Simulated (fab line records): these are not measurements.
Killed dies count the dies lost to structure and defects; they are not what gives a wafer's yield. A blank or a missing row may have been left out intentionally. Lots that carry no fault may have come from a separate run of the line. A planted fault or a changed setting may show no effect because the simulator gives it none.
fab line records	flow nand-harc
[record] lots = 12	wafers = 36	last-day = 24
route steps=1159 shown A_CONTACT@936 END@1159
lots untouched by any fault: they come from a run of this same line in which no faults occurred
start-h: hours from the record's opening day to when the first of the lot's shown wafers began	wait-h: hours from the lot's prior step to this one	" identical to the entry in the row above	L1.1+2: a single row standing in for several wafers	- no value, or no start was given	* or withheld: withheld	< > ~ a bound
route shown NAME@n: a module of which the file shows steps, and the number in the route of the first	usual: mean/standard deviation taken from wafers without a fault	same: alike in all rows	chamber/n: place in a boat	sites: per-site readings	_std_site: standard deviation across them	_edge_site: the outer-site mean with the inner-site mean subtracted	radius-mm: for every site, how far away it sits from the centre of the wafer	mask NAME#n: copy n	behind: the tool/chamber that last shaped the wafer	hold: why the lot went on hold/how many hours it stayed there/how the hold came to an end	device: whichever transistor did not switch (one of n, p or np)	end of line: the tests these same wafers got at the end of their route	step lacking rows: just its recipe	killed: the dies lost at the first sort to structure and to defects; this is not the yield of the wafer	map: the dies of a wafer, with x for killed, . for not killed, _ for no die there
set.NAME: setting as actually run; set.NAME@STEP: the setting as run at that earlier step	model.NAME: the simulator's own value behind a step, which no gauge read
one table for each step of the route and one row for each wafer, over a sample of lots
services: the hour from which a tool's chamber was out of use, counted from the record's first day as start-h (under 0 if before that day), plus the number of hours and why
[[steps]]
[step NHARC_A_CONTACT_OVL_MEAS_09]
[usual] overlay-x-nm = -0.1/0.76	overlay-y-nm = 0.2/0.81
lot.wafer	tool	chamber	start-h	wait-h	overlay-x-nm	overlay-y-nm
L773.2	overlay-01	-	392.50	-	0.8	-0.7
L773.3	"	-	"	"	0.7	-0.4
L773.5	"	-	"	"	1.2	-0.1
L776.2	overlay-01	-	409.57	-	0.0	-0.2
L776.3	"	-	"	"	-0.4	-0.5
L776.5	"	-	"	"	-0.5	-0.9
L779.2	overlay-02	-	425.01	-	0.4	0.1
L779.4	"	-	"	"	0.0	1.3
L779.6	"	-	"	"	0.6	0.9
L783.2	overlay-01	-	441.73	-	0.7	-0.2
L783.3	"	-	"	"	-0.1	-0.2
L783.4	"	-	"	"	-0.4	-0.1
L786.2	overlay-02	-	450.83	-	0.1	1.2
L786.5	"	-	"	"	-0.1	1.9
L786.6	"	-	"	"	0.4	1.4
L787.1	overlay-01	-	479.46	-	-1.0	0.1
L787.2	"	-	"	"	-1.3	0.1
L787.6	"	-	"	"	-1.1	-0.4
L788.2	overlay-02	-	480.82	-	-0.7	1.6
L788.5	"	-	"	"	-0.3	1.2
L788.6	"	-	"	"	-1.0	1.1
L789.2	overlay-01	-	493.77	-	-0.5	1.5
L789.3	"	-	"	"	-1.0	1.3
L789.6	"	-	"	"	-0.5	0.9
L790.2	overlay-01	-	495.13	-	0.7	0.3
L790.3	"	-	"	"	0.5	0.4
L790.6	"	-	"	"	0.4	0.0
L793.1	overlay-02	-	510.00	-	-1.7	-0.4
L793.2	"	-	"	"	-1.8	-1.2
L793.4	"	-	"	"	-2.2	-0.3
L794.3	overlay-02	-	514.60	-	-0.5	0.8
L794.5	"	-	"	"	-0.1	1.0
L794.6	"	-	"	"	-0.4	1.4
L795.2	overlay-02	-	522.43	-	1.0	0.1
L795.5	"	-	"	"	0.9	0.2
L795.6	"	-	"	"	0.9	0.4
[step NHARC_A_CONTACT_ETCH_92]
[recipe] target-depth-a = 400	over-etch-frac = 0.5	time-s = 85.7	ion-energy-ev = 120	ch3f-flow-sccm = 50	o2-flow-sccm = 30	ar-flow-sccm = 200	rf-w = 500	bias-w = 100	chemistry = CH3F/O2
[usual] drypump-motor-current-A = 5.5/0.41	oes-product-au = 0.95/0.035	rf-vpp-V = 244.6/1.8	showerhead-plenum-p-Torr = 2.48/0.11	throttle-valve-pct = 20.663/0.0092
lot.wafer	tool	chamber	start-h	wait-h	drypump-motor-current-A	oes-product-au	rf-hours-counter-h	rf-vpp-V	showerhead-plenum-p-Torr	throttle-valve-pct
L773.2	rie-diel-06	3	394.96	0.5	6.1	0.99	51	242.9	2.32	20.667
L773.3	"	0	"	"	5.7	0.99	55	240.9	2.32	20.675
L773.5	"	3	"	"	6.1	0.99	-	243.1	2.32	20.649
L776.3	rie-diel-03	0	413.85	0.3	5.5	0.92	6	242.4	2.41	20.674
L776.2	"	1	"	"	6.3	0.93	7	243.8	2.50	20.677
L776.5	"	1	"	"	6.3	0.94	-	243.0	2.50	20.647
L779.2	rie-diel-03	3	427.29	0.4	5.5	1.00	10	247.3	2.63	20.653
L779.4	"	0	"	"	5.5	0.77	11	242.3	2.40	20.657
L779.6	"	2	"	"	4.7	1.01	-	247.5	2.53	20.669
L783.3	rie-diel-07	2	444.26	0.3	5.4	0.93	7	242.9	2.51	20.667
L783.4	"	3	"	"	5.6	0.92	7	245.9	2.60	20.681
L783.2	"	0	"	"	5.1	0.94	7	245.2	2.50	20.666
L786.2	rie-diel-06	0	453.22	0.4	5.7	0.92	6	242.1	2.32	20.671
L786.5	"	0	"	"	5.7	0.92	-	241.8	2.32	20.680
L786.6	"	1	"	"	5.0	0.92	-	243.5	2.37	20.668
L787.1	rie-diel-07	1	481.85	0.3	5.5	0.92	16	245.6	2.59	20.664
L787.2	"	2	"	"	5.5	0.91	14	245.1	2.50	20.676
L787.6	"	0	"	"	5.1	0.94	-	245.7	2.50	20.650
L788.2	rie-diel-06	3	483.34	0.4	6.1	0.92	20	242.6	2.30	20.670
L788.5	"	0	"	"	5.7	0.91	-	241.5	2.31	20.670
L788.6	"	3	"	"	6.1	0.92	-	242.5	2.30	20.666
L789.2	rie-diel-06	0	496.50	0.4	5.7	0.99	22	243.6	2.31	20.663
L789.3	"	3	"	"	6.1	0.99	24	242.2	2.30	20.681
L789.6	"	0	"	"	5.7	0.99	-	240.8	2.31	20.670
L790.3	rie-diel-07	3	497.67	0.3	5.6	0.92	17	247.3	2.59	20.671
L790.2	"	0	"	"	5.0	0.93	19	245.3	2.50	20.671
L790.6	"	3	"	"	5.6	0.91	-	245.5	2.59	20.665
L793.4	rie-diel-06	2	512.24	0.3	5.6	1.00	19	248.6	2.63	20.661
L793.2	"	3	"	"	6.1	0.98	32	241.1	2.30	20.650
L793.1	"	1	"	"	5.0	1.00	31	243.5	2.36	20.645
L794.3	rie-diel-03	2	516.80	0.3	4.7	1.01	44	244.4	2.51	20.652
L794.6	"	0	"	"	5.5	1.00	-	243.2	2.39	20.674
L794.5	"	1	"	"	6.3	1.00	-	244.3	2.48	20.664
L795.2	rie-diel-07	3	524.65	0.3	5.6	0.92	23	246.2	2.59	20.668
L795.6	"	3	"	"	5.6	0.92	-	247.1	2.59	20.660
L795.5	"	0	"	"	5.1	0.95	-	245.4	2.49	20.670
[step NHARC_A_CONTACT_ETCH_110]
[recipe] target-depth-a = 500	overetch-a = 50	time-s = 27.5	ion-energy-ev = 100	cf4-flow-sccm = 80	o2-flow-sccm = 20	ar-flow-sccm = 0	rf-w = 300	bias-w = 100	chemistry = CF4/O2
[usual] drypump-motor-current-A = 5.5/0.35	oes_ar_750_au = 1.000/0.0046	oes-product-au = 0.999/0.012	rf-vpp-V = 197.9/1.5	showerhead-plenum-p-Torr = 1.34/0.063	throttle-valve-pct = 13.398/0.0096
lot.wafer	tool	chamber	start-h	wait-h	drypump-motor-current-A	oes_ar_750_au	oes-product-au	rf-hours-counter-h	rf-vpp-V	showerhead-plenum-p-Torr	throttle-valve-pct
L773.3	rie-diel-06	0	395.46	0.1	5.7	0.999	0.997	55	195.9	1.26	13.399
L773.2	"	2	"	"	5.5	0.990	1.004	55	200.9	1.43	13.400
L773.5	"	3	"	"	6.1	1.000	0.996	-	195.8	1.26	13.396
L776.2	rie-diel-03	0	414.41	0.1	5.5	0.995	0.993	7	196.5	1.31	13.410
L776.3	"	1	"	"	6.3	1.006	1.004	7	198.4	1.36	13.396
L776.5	"	1	"	"	6.3	1.010	1.012	-	197.8	1.36	13.384
L779.4	rie-diel-07	2	427.97	0.1	5.4	1.001	0.991	4	197.2	1.36	13.393
L779.2	"	0	"	"	5.0	1.004	1.004	4	199.9	1.36	13.398
L779.6	"	1	"	"	5.5	1.000	1.003	-	197.4	1.41	13.402
L783.3	rie-diel-07	0	444.79	0.1	5.1	1.003	1.010	7	198.4	1.36	13.387
L783.2	"	1	"	"	5.5	1.003	1.011	7	200.2	1.41	13.397
L783.4	"	2	"	"	5.4	0.997	0.989	7	199.5	1.36	13.404
L786.2	rie-diel-07	1	453.75	0.1	5.5	0.995	1.021	9	200.1	1.41	13.405
L786.6	"	2	"	"	5.4	0.997	0.994	-	198.0	1.36	13.416
L786.5	"	3	"	"	5.6	0.991	1.008	-	199.5	1.41	13.404
L787.2	rie-diel-07	1	482.41	0.1	5.5	0.993	1.019	16	197.9	1.41	13.397
L787.1	"	0	"	"	5.1	1.004	1.016	16	199.7	1.36	13.404
L787.6	"	0	"	"	5.1	0.996	1.022	-	197.6	1.36	13.391
L788.2	rie-diel-06	3	483.90	0.1	6.1	1.005	0.990	20	196.0	1.25	13.397
L788.6	"	1	"	"	5.0	0.999	1.007	-	198.1	1.28	13.391
L788.5	"	3	"	"	6.1	0.993	0.995	-	196.6	1.25	13.408
L789.3	rie-diel-07	3	497.06	0.1	5.6	1.001	0.982	17	199.7	1.41	13.403
L789.2	"	1	"	"	5.5	0.995	1.014	19	200.0	1.41	13.394
L789.6	"	2	"	"	5.4	0.999	0.991	-	199.3	1.36	13.388
L790.3	rie-diel-06	3	498.34	0.1	6.1	1.003	0.990	25	196.3	1.25	13.401
L790.2	"	1	"	"	5.0	1.000	1.010	25	197.5	1.28	13.395
L790.6	"	3	"	"	6.1	1.000	0.983	-	197.2	1.25	13.401
L793.1	rie-diel-07	1	512.80	0.1	5.5	0.992	1.022	23	199.7	1.41	13.383
L793.2	"	2	"	"	5.4	1.002	0.992	22	199.2	1.36	13.414
L793.4	"	3	"	"	5.6	1.002	0.990	21	200.0	1.41	13.394
L794.3	rie-diel-06	1	517.45	0.1	5.0	1.006	1.000	33	196.8	1.28	13.389
L794.5	"	3	"	"	6.1	1.002	0.991	-	195.7	1.25	13.405
L794.6	"	0	"	"	5.7	0.995	0.979	-	195.1	1.25	13.407
L795.2	rie-diel-03	3	525.15	0.1	5.5	0.999	0.987	45	200.4	1.42	13.402
L795.5	"	3	"	"	5.5	1.003	0.985	-	199.8	1.42	13.388
L795.6	"	0	"	"	5.5	0.998	1.017	-	196.1	1.30	13.396
[step NHARC_A_CONTACT_ALD_18]
[recipe] target-thk-a = 30	pulse-time-s = 1	ald-cycles = 150	temp-c = 450	material = TiN
[usual] heater-power-w = 1051/110	precursor-pulse-height-rel = 1.001/0.02
lot.wafer	tool	chamber	start-h	wait-h	heater-power-w	precursor-pulse-height-rel
L773.3	ald-metal-04	2	396.10	-	1026	1.030
L773.2	"	3	"	"	1282	1.038
L773.5	"	2	"	"	999	1.005
L776.3	ald-metal-03	2	415.10	-	964	1.011
L776.2	"	0	"	"	1232	1.004
L776.5	"	2	"	"	975	0.975
L779.2	ald-metal-02	2	428.64	-	1030	1.004
L779.4	"	1	"	"	1077	1.030
L779.6	"	0	"	"	867	1.005
L783.2	ald-metal-02	2	445.43	-	1044	1.019
L783.3	"	3	"	"	956	1.006
L783.4	"	1	"	"	1083	0.978
L786.2	ald-metal-04	2	454.39	-	1056	1.023
L786.5	"	2	"	"	1006	1.012
L786.6	"	3	"	"	1219	0.977
L787.1	ald-metal-03	1	483.11	-	982	0.998
L787.2	"	3	"	"	1056	1.016
L787.6	"	2	"	"	961	1.020
L788.2	ald-metal-03	2	484.59	-	980	0.998
L788.6	"	2	"	"	977	1.017
L788.5	"	3	"	"	1060	1.006
L789.3	ald-metal-02	3	497.75	-	949	0.980
L789.2	"	0	"	"	873	1.005
L789.6	"	3	"	"	971	1.023
L790.2	ald-metal-02	1	499.11	-	1057	1.032
L790.3	"	2	"	"	1020	0.980
L790.6	"	0	"	"	866	0.992
L793.2	ald-metal-04	0	513.48	-	985	0.997
L793.4	"	1	"	"	1169	0.999
L793.1	"	2	"	"	1015	0.978
L794.3	ald-metal-02	2	518.13	-	1030	0.987
L794.5	"	2	"	"	1035	0.992
L794.6	"	3	"	"	964	1.013
L795.2	ald-metal-03	3	525.81	-	1044	1.043
L795.5	"	3	"	"	1066	1.006
L795.6	"	0	"	"	1239	0.993
[step NHARC_END_SORT_01]
[recipe] temp-c = 25
[usual] killed-at-array = 21/8.9	killed-at-other = 0.8/1.3	killed-at-periphery = 3.6/2.4	killed-dies = 26/8.9	killed-open = 3.1/1.8	killed-short = 1.9/1.3
[same] gross-dies = 677
lot.wafer	tool	chamber	start-h	wait-h	killed-at-array	killed-at-other	killed-at-periphery	killed-dies	killed-open	killed-short
L776.2	prober-01	0	464.39	2.8	12	2	7	21	3	5
L776.3	prober-01	0	465.20	3.1	16	0	4	20	4	2
L776.5	prober-01	0	466.82	3.7	11	1	2	14	2	1
L789.2	prober-02	0	551.74	2.8	16	2	2	20	6	3
L789.3	prober-02	0	552.55	3.1	16	0	5	21	6	2
L789.6	prober-02	0	554.98	4.1	13	0	1	14	2	3
// killed by level:class
L776.2 P_M1:chamber-film-flake=4 A_CONTACT:geometric-particle:open=2 A_CONTACT:geometric-particle:short=2 A_CHANNEL_HOLE_D1:chamber-film-flake=2 THIN_TSV:chamber-film-flake=2 P_M0:geometric-particle:open=1 P_M0:geometric-particle:short=1 A_ONON_D1:geometric-particle:short=1
L776.3 A_STAIRCASE:chamber-film-flake=4 P_M1:chamber-film-flake=3 A_CONTACT:chamber-film-flake=3 A_CONTACT:geometric-particle:open=2 P_CONTACT:geometric-particle:short=1 A_CHANNEL_FILL_D1:geometric-particle:open=1 A_M0:geometric-particle:short=1 A_M0:geometric-particle:open=1
L776.5 A_CHANNEL_HOLE_D1:chamber-film-flake=2 A_CONTACT:chamber-film-flake=2 A_CHANNEL_HOLE_D1:geometric-particle:open=1 A_WL_FILL:geometric-particle:short=1 A_CONTACT:geometric-particle:open=1 P_ZERO_WELL:chamber-film-flake=1 P_M1:chamber-film-flake=1 A_ZERO_WELL:chamber-film-flake=1
L789.2 A_CHANNEL_HOLE_D1:chamber-film-flake=6 A_CONTACT:chamber-film-flake=4 A_CONTACT:geometric-particle:open=2 P_M2:geometric-particle:open=1 A_CHANNEL_FILL_D1:geometric-particle:open=1 A_CHANNEL_FILL_D1:geometric-particle:short=1 A_M0:geometric-particle:open=1 A_M1:geometric-particle:short=1
L789.3 A_CONTACT:chamber-film-flake=8 A_STAIRCASE:chamber-film-flake=2 P_CONTACT:geometric-particle:open=1 P_CONTACT:geometric-particle:short=1 P_M2:geometric-particle:open=1 A_ONON_D1:geometric-particle:open=1 A_CHANNEL_FILL_D1:geometric-particle:open=1 A_SGD_CUT:geometric-particle:open=1
L789.6 A_CHANNEL_HOLE_D1:chamber-film-flake=5 A_CONTACT:chamber-film-flake=3 A_CONTACT:geometric-particle:open=2 P_STI:geometric-particle:short=1 A_SOURCE_PLATE:geometric-particle:short=1 A_CONTACT:geometric-particle:short=1 A_WL_FILL:chamber-film-flake=1
[[services]]
tool	chamber	start-h	hours	kind
rie-diel-03	2	373.90	5.3	repair
rie-diel-07	1	381.97	31.8	repair
rie-diel-07	0	384.66	-	clean
rie-diel-07	2	384.66	-	clean
rie-diel-07	3	384.66	-	clean
rie-diel-03	-	392.98	9.0	pm
rie-diel-07	-	405.26	9.0	pm
rie-diel-07	0	405.26	9.0	vent-cycle
rie-diel-07	2	405.26	9.0	vent-cycle
rie-diel-07	3	405.26	9.0	vent-cycle
ald-metal-04	-	406.00	10.0	pm
ald-metal-02	3	411.53	23.3	repair
rie-diel-07	0	414.26	-	clean
rie-diel-06	-	418.51	9.0	pm
rie-diel-06	0	431.42	6.5	repair
rie-diel-07	2	448.88	4.5	repair
rie-diel-06	2	464.73	36.3	repair
ald-metal-03	0	470.60	3.6	repair
rie-diel-07	3	479.40	6.8	repair
rie-diel-03	0	483.23	6.2	repair
rie-diel-03	3	496.21	1.4	repair
ald-metal-03	-	500.00	10.0	pm
ald-metal-02	1	513.15	1.7	repair
ald-metal-04	0	522.62	21.1	repair
[[key]]
[first-sign] step = NHARC_A_CONTACT_ETCH_92	reading = oes-product-au	direction = down	sigmas = 5.2	usual = 0.95	struck = 0.77
effect none on later readings
met-at NHARC_A_CONTACT_ETCH_92
struck-lots L779
struck-wafers L779.4
tester-left-out L779
not-acting-at NHARC_A_CONTACT_OVL_MEAS_09,NHARC_A_CONTACT_ETCH_110,NHARC_A_CONTACT_ALD_18
onset-between 413.85 427.29
[fault] kind = process-parameter-drift	tool = rie-diel-03	chamber = 0	onset-h = 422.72	steps = NHARC_A_CONTACT_ETCH_92	channel = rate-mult	offset = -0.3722	shape = step	end-h = 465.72
// tester-left-out: of these lots the tester's yield and bins aren't shown, on N5 and GAA mostly nor the transistor test; their killed dies are dies lost to structure and defects alone, not to doping, threshold or leakage, so they don't give the yield
